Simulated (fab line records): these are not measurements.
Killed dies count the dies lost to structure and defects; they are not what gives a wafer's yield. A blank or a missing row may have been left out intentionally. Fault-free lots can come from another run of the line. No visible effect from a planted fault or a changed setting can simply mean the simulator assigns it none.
fab line records	flow n5Finfet
record: lots: 6	wafers: 18	lastDay: 18
route steps=1938 shown BEOL_M15@1788 PASSIVATION@1936
lots with no fault: from the same line, run without faults
startH: hours from the record's first day to the start of the lot's first wafer shown	waitH: hours since the lot's step before	" as in the row above	L1.1+2: several wafers, shown together as one row	- either no value or no given start	* or withheld: withheld	< > ~ a bound
route shown NAME@n: NAME is a module with steps in the file, n the number in the route of the first one	usual: mean/standard deviation of fault-free wafers	same: alike in all rows	chamber/n: place in a boat	sites: the reading at each site	_std_site: standard deviation across them	_edge_site: inner sites' mean taken away from outer sites' mean	radiusMm: for every site, how far away it sits from the centre of the wafer	mask NAME#n: copy n	behind: the most recent tool/chamber to have shaped the wafer	hold: what put the lot on hold/how long, in hours/how the hold closed	device: the transistor (n, p or np) that didn't switch	end of line: the tests these same wafers got at the end of their route	a step without rows: its recipe alone	killed: not the wafer's yield, but the dies lost to structure and defects at the first sort	map: dies across one wafer; x = killed, . = not, _ = none there
set.NAME: the setting the step ran with; set.NAME@STEP: the setting that earlier step ran with	model.NAME: the simulator's own value behind a step, which no gauge read
lots at selected steps of the route; one table per step, one row per wafer
services: when a tool's chamber went out of use (startH, in hours from the record's first day, below 0 if earlier), for how many hours, and the reason
== steps ==
step: N5_BEOL_M15_VIA_ETCH_16
recipe: chemistry: C4F8/O2/Ar	target: SiO2	heInnerTorr: 15	heOuterTorr: 30	targetDepthA: 17922	timeS: withheld	ionEnergyEv: 800	pressureMtorr: 20	sourceW: 1905	biasW: 2040	Ar_flow_sccm: 400	C4F8_flow_sccm: 16	O2_flow_sccm: 12	ends: cleared
usual: C4F8_flow_sccm: 16.00/0.049	drypumpMotorCurrentA: 5.6/0.4	heInnerTorr: 14.998/0.03	oes_ar_750_au: 0.79/0.073	oes_o_777_au: 0.79/0.072	oesProductAu: 0.71/0.07	rfVppV: 2240/42	showerheadPlenumPTorr: 3.51/0.063	throttleValvePct: 30.73/0.22
lot.wafer	tool	chamber	startH	waitH	C4F8_flow_sccm	drypumpMotorCurrentA	heInnerTorr	oes_ar_750_au	oes_o_777_au	oesProductAu	rfVppV	showerheadPlenumPTorr	throttleValvePct
L470.1	rieDiel-05	1	306.34	0.0	15.98	5.5	15.025	0.71	0.72	0.65	2296	3.54	30.81
L470.5	"	2	"	"	15.99	5.2	14.992	0.84	0.83	0.77	2293	3.51	30.65
L470.6	"	1	"	"	15.96	5.5	14.986	0.70	0.72	0.65	2294	3.54	30.81
L473.3	rieDiel-06	1	328.73	0.0	16.03	5.6	14.992	0.80	0.76	0.73	2217	3.60	30.68
L473.5	"	0	"	"	16.00	5.0	15.017	0.71	0.70	0.63	2239	3.51	30.54
L473.6	"	1	"	"	15.93	5.6	14.964	0.81	0.77	0.74	2220	3.60	30.69
L476.4	rieDiel-01	2	347.14	0.0	15.94	4.9	14.966	0.89	0.86	0.80	2235	3.67	31.08
L476.5	"	3	"	"	16.01	5.1	15.002	0.85	0.86	0.78	2311	3.58	30.62
L476.6	"	0	"	"	15.99	6.2	14.999	0.77	0.77	0.69	2239	3.43	30.53
L475.1	rieDiel-05	2	360.25	0.0	16.12	5.3	15.033	0.82	0.82	0.76	2293	3.50	30.68
L475.2	"	3	"	"	16.05	5.8	15.018	0.96	0.96	0.88	2244	3.48	30.23
L475.6	"	3	"	"	16.05	5.8	15.039	0.96	0.97	0.88	2243	3.48	30.23
L478.1	rieDiel-01	2	380.36	0.0	15.88	4.9	15.061	0.87	0.85	0.79	2232	3.66	31.08
L478.4	"	1	"	"	15.99	6.0	15.060	0.70	0.70	0.62	2185	3.42	31.14
L478.5	"	0	"	"	15.98	6.3	15.022	0.76	0.77	0.69	2240	3.43	30.56
L483.4	rieDiel-01	1	404.58	0.1	15.98	6.1	15.065	0.70	0.70	0.62	2185	3.41	31.16
L483.5	"	3	"	"	15.98	5.1	15.029	0.82	0.84	0.74	2310	3.57	30.61
L483.6	"	1	"	"	15.91	6.0	14.998	0.70	0.69	0.62	2185	3.41	31.14
step: N5_BEOL_M15_STRIP_63
recipe: chemistry: O2	powerW: 600	tempC: 60	pressureMtorr: 30	rfFrequencyHz: 6e+07	biasPowerW: 0	overashFraction: 0.3	o2FlowSccm: 225
usual: drypumpMotorCurrentA: 5.5/0.41	oesProductAu: 0.80/0.079	rfVppV: 3.7/0.69	showerheadPlenumPTorr: 2.14/0.043	throttleValvePct: 16.55/0.2
lot.wafer	tool	chamber	startH	waitH	drypumpMotorCurrentA	oesProductAu	rfHoursCounterH	rfVppV	showerheadPlenumPTorr	throttleValvePct
L470.1	rieDiel-05	1	-	-	5.5	0.72	187	3.5	2.18	16.79
L470.5	"	2	"	"	5.2	0.87	-	4.4	2.13	16.39
L470.6	"	1	"	"	5.5	0.73	-	4.3	2.18	16.82
L473.3	rieDiel-06	1	-	-	5.6	0.82	88	2.8	2.18	16.41
L473.5	"	0	"	"	5.0	0.70	-	4.1	2.15	16.65
L473.6	"	1	"	"	5.6	0.82	-	2.9	2.18	16.36
L476.4	rieDiel-01	2	-	-	4.9	0.90	23	3.4	2.21	16.47
L476.5	"	3	"	"	5.1	0.86	-	4.9	2.22	16.62
L476.6	"	0	"	"	6.2	0.75	-	3.3	2.11	16.45
L475.1	rieDiel-05	2	-	-	5.2	0.85	81	3.8	2.13	16.42
L475.2	"	3	"	"	5.7	0.96	10	3.2	2.14	16.12
L475.6	"	3	"	"	5.8	0.96	-	4.4	2.14	16.13
L478.1	rieDiel-01	2	-	-	4.9	0.89	32	2.6	2.21	16.48
L478.4	"	1	"	"	6.0	0.69	236	3.6	2.07	17.01
L478.5	"	0	"	"	6.2	0.76	-	2.9	2.11	16.48
L483.4	rieDiel-01	1	-	-	6.0	0.68	-	2.8	2.07	17.01
L483.5	"	3	"	"	5.1	0.83	-	3.0	2.22	16.67
L483.6	"	1	"	"	6.0	0.69	-	3.6	2.07	16.98
step: N5_BEOL_M15_STRIP_64
recipe: chemistry: O2	powerW: 600	tempC: 60	pressureMtorr: 30	rfFrequencyHz: 6e+07	biasPowerW: 0	overashFraction: 0.3	o2FlowSccm: 225
usual: drypumpMotorCurrentA: 5.5/0.4	oesProductAu: 0.80/0.078	rfVppV: 3.7/0.45	showerheadPlenumPTorr: 2.14/0.043	throttleValvePct: 16.55/0.2
lot.wafer	tool	chamber	startH	waitH	drypumpMotorCurrentA	oesProductAu	rfHoursCounterH	rfVppV	showerheadPlenumPTorr	throttleValvePct
L470.1	rieDiel-05	1	-	-	5.5	0.72	187	2.8	2.18	16.80
L470.5	"	2	"	"	5.2	0.86	-	3.4	2.13	16.38
L470.6	"	1	"	"	5.5	0.72	-	3.8	2.18	16.81
L473.3	rieDiel-06	1	-	-	5.6	0.81	88	3.6	2.18	16.40
L473.5	"	0	"	"	5.0	0.70	-	3.6	2.15	16.64
L473.6	"	1	"	"	5.6	0.81	-	2.8	2.18	16.36
L476.4	rieDiel-01	2	-	-	4.9	0.90	23	3.6	2.21	16.47
L476.5	"	3	"	"	5.1	0.85	-	3.6	2.22	16.60
L476.6	"	0	"	"	6.2	0.75	-	4.6	2.11	16.46
L475.1	rieDiel-05	2	-	-	5.2	0.85	81	3.3	2.13	16.40
L475.2	"	3	"	"	5.7	0.97	10	3.6	2.14	16.13
L475.6	"	3	"	"	5.7	0.97	-	4.3	2.14	16.13
L478.1	rieDiel-01	2	-	-	4.9	0.88	32	3.6	2.21	16.48
L478.4	"	1	"	"	6.0	0.68	236	2.6	2.07	17.00
L478.5	"	0	"	"	6.2	0.75	-	2.7	2.11	16.48
L483.4	rieDiel-01	1	-	-	6.1	0.69	-	3.7	2.07	17.01
L483.5	"	3	"	"	5.1	0.84	-	3.3	2.22	16.67
L483.6	"	1	"	"	6.0	0.69	-	3.5	2.07	17.00
step: N5_BEOL_M15_STRIP_65
recipe: chemistry: postEtchResidueRemover	timeS: 60	tempC: 25	removerPh: withheld	removerWaterWtPct: withheld	removerFluorideWtPct: withheld
step: N5_BEOL_M15_SRD_66
recipe: timeS: 30	tempC: 23	rinseLiquid: diw	dry: n2Spin	spinRpm: 1500	dryTimeS: 30
step: N5_BEOL_M15_CD_MEAS_17
recipe: targetCdNm: 360	polarity: opening
usual: cdNm: 360.4/2.1
lot.wafer	tool	chamber	startH	waitH	cdNm
L470.1	cdSem-02	-	306.75	0.0	362.4
L470.5	"	-	"	"	361.8
L470.6	"	-	"	"	362.6
L473.3	cdSem-03	-	329.15	0.0	357.0
L473.5	"	-	"	"	358.6
L473.6	"	-	"	"	358.4
L476.4	cdSem-02	-	347.56	0.0	359.2
L476.5	"	-	"	"	360.9
L476.6	"	-	"	"	359.3
L475.1	cdSem-02	-	360.66	0.0	355.8
L475.2	"	-	"	"	360.5
L475.6	"	-	"	"	360.9
L478.1	cdSem-02	-	380.77	0.0	358.3
L478.4	"	-	"	"	359.8
L478.5	"	-	"	"	360.7
L483.4	cdSem-02	-	405.03	0.0	360.7
L483.5	"	-	"	"	361.3
L483.6	"	-	"	"	360.4
step: N5_BEOL_M15_COAT_56
recipe: resist: SOC	tempC: 250	timeS: 60	spinRpm: 1500	resistThkNm: 550
step: N5_BEOL_M15_ETCH_57
recipe: chemistry: N2/H2	target: SOC	sourceW: 3000	biasW: 350	timeS: 750	ionEnergyEv: 200	pressureMtorr: 30	n2FlowSccm: 200	h2FlowSccm: 200
usual: drypumpMotorCurrentA: 5.5/0.44	h2FlowSccm: 200.0/0.58	oesProductAu: 0.81/0.082	rfVppV: 525.8/1.8	showerheadPlenumPTorr: 2.61/0.065	throttleValvePct: 17.64/0.2
lot.wafer	tool	chamber	startH	waitH	drypumpMotorCurrentA	h2FlowSccm	oesProductAu	rfHoursCounterH	rfVppV	showerheadPlenumPTorr	throttleValvePct
L470.1	rieDiel-01	1	307.12	-	6.0	199.7	0.70	216	523.2	2.52	18.04
L470.5	"	3	"	"	5.1	200.7	0.87	-	528.1	2.69	17.66
L470.6	"	2	"	"	4.9	200.0	0.92	-	529.0	2.72	17.76
L473.3	rieDiel-05	0	329.25	-	6.0	200.5	0.84	76	526.1	2.58	17.47
L473.5	"	2	"	"	5.2	199.7	0.86	-	523.6	2.57	17.38
L473.6	"	1	"	"	5.5	199.3	0.72	-	526.1	2.62	17.70
L476.4	rieDiel-01	1	347.87	-	6.1	200.3	0.69	226	524.0	2.51	18.06
L476.5	"	2	"	"	4.9	200.5	0.89	-	528.1	2.72	17.78
L476.6	"	1	"	"	6.0	199.4	0.69	-	521.5	2.51	18.04
L475.1	rieDiel-05	2	360.88	-	5.2	200.0	0.84	81	526.7	2.57	17.38
L475.2	"	0	"	"	6.0	199.3	0.82	84	524.0	2.57	17.48
L475.6	"	3	"	"	5.8	200.5	0.96	-	525.9	2.61	17.37
L478.1	rieDiel-01	1	380.93	-	6.1	199.6	0.69	237	524.2	2.51	18.08
L478.4	"	2	"	"	4.9	199.6	0.88	32	527.0	2.71	17.79
L478.5	"	3	"	"	5.1	199.0	0.84	-	528.1	2.68	17.72
L483.4	rieDiel-01	1	405.37	-	6.0	200.5	0.69	-	523.3	2.51	18.08
L483.5	"	1	"	"	6.0	200.3	0.69	-	522.2	2.51	18.09
L483.6	"	3	"	"	5.1	199.8	0.84	-	529.5	2.68	17.72
step: N5_BEOL_M15_COAT_60
recipe: resist: BARC	tempC: 205	timeS: 60	spinRpm: 1500	resistThkNm: 89
step: N5_BEOL_M15_COAT_22
recipe: spinRpm: 1704	resistThkNm: 800
step: N5_BEOL_M15_EBR_24
recipe: solvent: PGMEA	ebrWidthMm: 1.5
step: N5_BEOL_M15_SOFTBAKE_23
recipe: tempC: 130	timeS: 60
step: N5_BEOL_M15_EXPOSE_25
recipe: maskId: M15	na: 0.8	sourceShape: annular	sigmaInner: 0.5	sigmaOuter: 0.8	polarization: unpolarized	targetCdNm: 400	doseMj: 35.5
lot.wafer	tool	chamber	startH	waitH	mask	model.BEOL_M15.overlayXNm
L470.1+5+6	krfScanner-01	0	307.85	-	M15#0	-2.2
L473.3+5+6	krfScanner-01	0	329.86	-	M15#0	97
L476.4+5+6	krfScanner-02	0	348.61	-	M15#0	2.4
L475.1+2+6	krfScanner-01	0	361.61	-	M15#0	95.8
L478.1+4+5	krfScanner-02	0	381.66	-	M15#0	1.2
L483.4+5+6	krfScanner-02	0	405.99	-	M15#0	2.8
step: N5_BEOL_M15_PEB_26
recipe: pebTempC: 130	pebTimeS: 90
step: N5_BEOL_M15_DEVELOP_27
recipe: developTimeS: 45	rinseLiquid: diw	dry: airSpin	devTempC: 21
step: N5_BEOL_M15_HARDBAKE_32
recipe: tempC: 130	timeS: 120
step: N5_BEOL_M15_CD_MEAS_28
recipe: targetCdNm: 407.6	landingEnergyEv: 500	detector: seInlens
usual: cdNm: 407.7/2
lot.wafer	tool	chamber	startH	waitH	cdNm
L470.1	cdSem-03	0	308.02	-	408.7
L470.5	"	0	"	"	404.6
L470.6	"	0	"	"	403.8
L473.3	cdSem-02	0	330.02	-	407.4
L473.5	"	0	"	"	408.6
L473.6	"	0	"	"	408.5
L476.4	cdSem-01	0	348.77	-	407.3
L476.5	"	0	"	"	407.7
L476.6	"	0	"	"	406.8
L475.1	cdSem-01	0	361.78	-	409.7
L475.2	"	0	"	"	408.1
L475.6	"	0	"	"	408.7
L478.1	cdSem-02	0	381.83	-	407.7
L478.4	"	0	"	"	407.3
L478.5	"	0	"	"	408.1
L483.4	cdSem-02	0	406.15	-	409.4
L483.5	"	0	"	"	407.6
L483.6	"	0	"	"	408.2
step: N5_BEOL_M15_OVL_MEAS_29
recipe: pointsPerWafer: 44
usual: M15_OVL: -3/4.8
lot.wafer	tool	chamber	startH	waitH	M15_OVL[nm]
L470.1	overlay-02	0	308.05	0.0	-4
L470.5	"	0	"	"	-8
L470.6	"	0	"	"	2
L473.3	overlay-01	0	330.05	0.0	100
L473.5	"	0	"	"	95
L473.6	"	0	"	"	102
L476.4	overlay-02	0	348.80	0.0	1
L476.5	"	0	"	"	3
L476.6	"	0	"	"	-4
L475.1	overlay-01	0	361.81	0.0	89
L475.2	"	0	"	"	93
L475.6	"	0	"	"	97
L478.1	overlay-02	0	381.86	0.0	-12
L478.4	"	0	"	"	-5
L478.5	"	0	"	"	-8
L483.4	overlay-01	0	406.17	0.0	-5
L483.5	"	0	"	"	-7
L483.6	"	0	"	"	-2
step: N5_BEOL_M15_INSPECT_30
recipe: mode: adi	inspectInstrument: macro
usual: rawDefectCount: 2.1/1.4
lot.wafer	tool	chamber	startH	waitH	rawDefectCount
L470.1	defectInspect-01	-	308.07	0.0	3
L470.5	"	-	"	"	3
L470.6	"	-	"	"	1
L473.3	defectInspect-02	-	330.08	0.0	1
L473.5	"	-	"	"	0
L473.6	"	-	"	"	2
L476.4	defectInspect-02	-	348.82	0.0	3
L476.5	"	-	"	"	2
L476.6	"	-	"	"	3
L475.1	defectInspect-02	-	361.83	0.0	3
L475.2	"	-	"	"	1
L475.6	"	-	"	"	3
L478.1	defectInspect-02	-	381.88	0.0	1
L478.4	"	-	"	"	1
L478.5	"	-	"	"	1
L483.4	defectInspect-01	-	406.20	0.0	1
L483.5	"	-	"	"	1
L483.6	"	-	"	"	1
step: N5_PASSIVATION_PROBE_49
usual: defectLimitedYield: 91.2/1.4	killed_at_M0_to_M3: 34/11	killed_at_M4_up: 14/6.3	killedAtContacts: 13/7.4	killedAtFrontEnd: 38/11	killedAtOther: 4.3/2.9	killedDies: 103/17	killedOpen: 68/12	killedShort: 34/8	sort_bin_5_function: 5.1/0.9	sort_bin_6_memory: 3.3/0.66	sortNPass: 1077/17	sortYieldPct: 91.2/1.4
same: grossDies: 1180	killedAtBackSide: 0	sort_bin_4_leakage[%]: 0	sort_bin_8_speed[%]: 0
lot.wafer	tool	chamber	startH	waitH	defectLimitedYield[%]	killed_at_M0_to_M3	killed_at_M4_up	killedAtContacts	killedAtFrontEnd	killedAtOther	killedDies	killedOpen	killedShort	sort_bin_5_function[%]	sort_bin_6_memory[%]	sortNPass	sortYieldPct[%]
L470.1	prober-01	-	328.19	0.0	92.4	20	21	16	30	3	90	63	27	4.4	3.1	1090	92.4
L470.5	prober-01	-	328.39	0.2	91.9	23	14	19	38	2	96	59	37	5.3	2.6	1084	91.9
L470.6	prober-01	-	328.44	0.3	92.8	25	10	26	23	1	85	53	32	4.2	2.9	1095	92.8
L473.3	prober-02	-	346.06	0.1	91.5	37	12	19	31	1	100	65	33	4.9	3.3	1080	91.5
L473.5	prober-02	-	346.16	0.2	89.4	51	18	23	26	7	125	75	46	6.1	4.3	1055	89.4
L473.6	prober-02	-	346.21	0.3	92.2	33	19	8	27	5	92	59	33	4.1	3.4	1088	92.2
L476.4	prober-01	-	369.64	0.2	90.8	33	24	20	30	2	109	75	32	5.5	3.4	1071	90.8
L476.5	prober-01	-	369.69	0.2	89.3	57	13	9	46	1	126	76	50	6.4	3.6	1054	89.3
L476.6	prober-01	-	369.74	0.3	90.7	22	20	18	48	2	110	73	34	5.7	3.1	1070	90.7
L475.1	prober-01	-	384.31	0.0	90.2	26	18	32	31	9	116	71	42	5.6	4.0	1064	90.2
L475.2	prober-01	-	384.36	0.1	91.9	31	9	26	26	4	96	64	28	4.5	3.5	1084	91.9
L475.6	prober-01	-	384.56	0.3	91.9	35	14	24	19	4	96	65	28	4.5	3.5	1084	91.9
L478.1	prober-01	-	398.23	0.0	89.8	43	11	33	29	4	120	82	38	6.1	3.9	1060	89.8
L478.4	prober-01	-	398.38	0.2	89.7	44	21	25	27	4	121	69	52	5.3	4.6	1059	89.7
L478.5	prober-01	-	398.43	0.2	88.5	52	31	30	19	4	136	96	39	7.0	4.2	1044	88.5
L483.4	prober-01	-	424.56	0.2	92.2	25	22	11	31	3	92	62	29	4.6	2.8	1088	92.2
L483.5	prober-01	-	424.61	0.2	91.4	17	39	7	35	4	102	74	26	5.7	2.7	1078	91.4
L483.6	prober-01	-	424.66	0.3	91.4	31	21	7	38	4	101	69	25	5.3	2.5	1079	91.4
killed by level:class
L470.1 MOL_CONTACT_COAG:geometricParticle:open=14 BEOL_M4:geometricParticle:open=8 BEOL_M0_SAQP:geometricParticle:short=6 FIN_SAQP:geometricParticle:open=5 BEOL_M3:geometricParticle:open=5 FIN_SAQP:geometricParticle:short=4 GATE_CUT:geometricParticle:short=4 GATE_CUT:geometricParticle:open=4
L470.5 MOL_CONTACT_COAG:geometricParticle:open=15 BEOL_M0_SAQP:geometricParticle:open=12 FIN_SAQP:geometricParticle:open=7 BEOL_M0_SAQP:geometricParticle:short=7 SDB:geometricParticle:short=5 FIN_SAQP:geometricParticle:short=4 STI_FIN_REVEAL:geometricParticle:open=4 GATE_CUT:geometricParticle:short=4
L470.6 MOL_CONTACT_COAG:geometricParticle:open=18 MOL_CONTACT_COAG:geometricParticle:short=8 BEOL_M1:geometricParticle:short=7 BEOL_M4:geometricParticle:open=6 BEOL_M1:geometricParticle:open=6 STI_FIN_REVEAL:geometricParticle:open=4 BEOL_M2:geometricParticle:open=4 FIN_SAQP:geometricParticle:short=3
L473.3 BEOL_M0_SAQP:geometricParticle:open=17 MOL_CONTACT_COAG:geometricParticle:open=15 BEOL_M4:geometricParticle:open=9 FIN_SAQP:geometricParticle:open=8 BEOL_M0_SAQP:geometricParticle:short=8 FIN_SAQP:geometricParticle:short=5 DUMMY_GATE:geometricParticle:open=4 MOL_CONTACT_COAG:geometricParticle:short=4
L473.5 MOL_CONTACT_COAG:geometricParticle:open=20 BEOL_M2:geometricParticle:open=11 BEOL_M0_SAQP:geometricParticle:short=10 BEOL_M0_SAQP:geometricParticle:open=10 FIN_SAQP:geometricParticle:short=9 BEOL_M4:geometricParticle:open=9 BEOL_M2:geometricParticle:short=9 BEOL_M1:geometricParticle:open=8
L473.6 BEOL_M0_SAQP:geometricParticle:open=13 BEOL_M4:geometricParticle:open=9 FIN_SAQP:geometricParticle:open=6 MOL_CONTACT_COAG:geometricParticle:open=6 BEOL_M0_SAQP:geometricParticle:short=6 GATE_CUT:geometricParticle:short=4 BEOL_M2:geometricParticle:open=4 FIN_SAQP:geometricParticle:short=3
L476.4 MOL_CONTACT_COAG:geometricParticle:open=17 BEOL_M4:geometricParticle:open=13 BEOL_M0_SAQP:geometricParticle:short=12 BEOL_M0_SAQP:geometricParticle:open=12 STI_FIN_REVEAL:geometricParticle:open=7 FIN_SAQP:geometricParticle:open=5 DUMMY_GATE:geometricParticle:open=4 BEOL_M6:geometricParticle:open=4
L476.5 BEOL_M0_SAQP:geometricParticle:short=23 BEOL_M0_SAQP:geometricParticle:open=16 STI_FIN_REVEAL:geometricParticle:open=12 MOL_CONTACT_COAG:geometricParticle:open=8 FIN_SAQP:geometricParticle:open=6 FIN_SAQP:geometricParticle:short=6 BEOL_M2:geometricParticle:open=6 STARTING-WAFER:geometricParticle:open=6
L476.6 FIN_SAQP:geometricParticle:open=17 MOL_CONTACT_COAG:geometricParticle:open=14 BEOL_M4:geometricParticle:open=13 FIN_SAQP:geometricParticle:short=9 STI_FIN_REVEAL:geometricParticle:open=8 BEOL_M0_SAQP:geometricParticle:short=8 BEOL_M0_SAQP:geometricParticle:open=7 BEOL_M1:geometricParticle:short=5
L475.1 MOL_CONTACT_COAG:geometricParticle:open=24 FIN_SAQP:geometricParticle:short=11 BEOL_M3:geometricParticle:open=10 FIN_SAQP:geometricParticle:open=8 MOL_CONTACT_COAG:geometricParticle:short=8 BEOL_M4:geometricParticle:open=6 BEOL_M1:geometricParticle:short=5 PASS1_CAP:geometricParticle:short=5
L475.2 MOL_CONTACT_COAG:geometricParticle:open=21 FIN_SAQP:geometricParticle:open=9 BEOL_M1:geometricParticle:open=9 BEOL_M0_SAQP:geometricParticle:short=7 BEOL_M3:geometricParticle:open=5 MOL_CONTACT_COAG:geometricParticle:short=5 BEOL_M0_SAQP:geometricParticle:open=5 FIN_SAQP:geometricParticle:short=4
L475.6 MOL_CONTACT_COAG:geometricParticle:open=18 BEOL_M1:geometricParticle:open=11 FIN_SAQP:geometricParticle:open=7 MOL_CONTACT_COAG:geometricParticle:short=6 FIN_SAQP:geometricParticle:short=5 BEOL_M1:geometricParticle:short=5 BEOL_M2:geometricParticle:open=5 BEOL_M0_SAQP:geometricParticle:open=4
L478.1 MOL_CONTACT_COAG:geometricParticle:open=25 BEOL_M0_SAQP:geometricParticle:open=13 BEOL_M0_SAQP:geometricParticle:short=12 MOL_CONTACT_COAG:geometricParticle:short=8 FIN_SAQP:geometricParticle:open=6 BEOL_M1:geometricParticle:open=6 STI_FIN_REVEAL:geometricParticle:open=5 BEOL_M3:geometricParticle:open=5
L478.4 MOL_CONTACT_COAG:geometricParticle:open=18 BEOL_M0_SAQP:geometricParticle:short=16 BEOL_M0_SAQP:geometricParticle:open=16 GATE_CUT:geometricParticle:short=9 BEOL_M4:geometricParticle:short=8 MOL_CONTACT_COAG:geometricParticle:short=7 GATE_CUT:geometricParticle:open=5 BEOL_M5:geometricParticle:open=4
L478.5 MOL_CONTACT_COAG:geometricParticle:open=28 BEOL_M4:geometricParticle:open=21 BEOL_M0_SAQP:geometricParticle:open=13 BEOL_M0_SAQP:geometricParticle:short=10 BEOL_M3:geometricParticle:open=7 BEOL_M1:geometricParticle:open=6 BEOL_M2:geometricParticle:open=6 BEOL_M1:geometricParticle:short=5
L483.4 BEOL_M4:geometricParticle:open=12 MOL_CONTACT_COAG:geometricParticle:open=11 FIN_SAQP:geometricParticle:short=7 BEOL_M2:geometricParticle:open=7 FIN_SAQP:geometricParticle:open=6 DUMMY_GATE:geometricParticle:open=4 BEOL_M0_SAQP:geometricParticle:open=4 BEOL_M2:geometricParticle:short=4
L483.5 BEOL_M4:geometricParticle:open=24 MOL_CONTACT_COAG:geometricParticle:open=7 FIN_SAQP:geometricParticle:short=6 STI_FIN_REVEAL:geometricParticle:open=6 BEOL_M2:geometricParticle:open=6 FIN_SAQP:geometricParticle:open=5 DUMMY_GATE:geometricParticle:open=4 BEOL_M0_SAQP:geometricParticle:short=4
L483.6 BEOL_M4:geometricParticle:open=13 BEOL_M3:geometricParticle:open=13 FIN_SAQP:geometricParticle:open=8 BEOL_M2:geometricParticle:open=6 BEOL_M3:geometricParticle:short=5 STI_FIN_REVEAL:geometricParticle:open=4 DUMMY_GATE:geometricParticle:open=4 MOL_CONTACT_COAG:geometricParticle:open=4
== services ==
tool	chamber	startH	hours	kind
krfScanner-01	-	283.69	1.0	pm
krfScanner-01	-	285.75	1.3	pm
krfScanner-01	0	289.43	-	calibration
rieDiel-01	-	301.89	2.8	pm
rieDiel-05	3	305.46	-	clean
rieDiel-05	3	305.46	-	consumableReplace:focusRing
rieDiel-05	3	305.46	16.4	scheduledDown
rieDiel-05	3	305.46	16.4	ventCycle
rieDiel-06	-	310.58	0.7	repair
krfScanner-01	-	313.42	0.8	pm
krfScanner-02	-	321.72	0.8	pm
krfScanner-02	-	352.61	1.0	pm
rieDiel-01	-	359.08	7.3	repair
krfScanner-02	0	365.81	-	calibration
rieDiel-06	0	372.61	3.2	repair
rieDiel-01	1	384.05	14.0	repair
rieDiel-01	0	391.46	5.0	repair
krfScanner-01	-	400.21	4.0	pm
rieDiel-01	0	400.67	19.1	repair
krfScanner-01	-	404.23	3.6	pm
== key ==
firstSign: step: N5_BEOL_M15_OVL_MEAS_29	reading: M15_OVL	direction: up	sigmas: 21	usual: -3	struck: 96
effect none on later readings
modelEffect: step: N5_BEOL_M15_EXPOSE_25	value: BEOL_M15.overlayXNm	without: -0.1	struck: 96.4
metAt N5_BEOL_M15_EXPOSE_25
struckWafers L473.3,L473.5,L473.6,L475.1,L475.2,L475.6
onsetBetween 307.85 329.86
alsoFits N5_BEOL_M15_ETCH_57:rieDiel-05
fault: kind: scannerMatchingOverlay	tool: krfScanner-01	chamber: -	onsetH: 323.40	steps: N5_BEOL_M15_EXPOSE_25	offset: 96.544
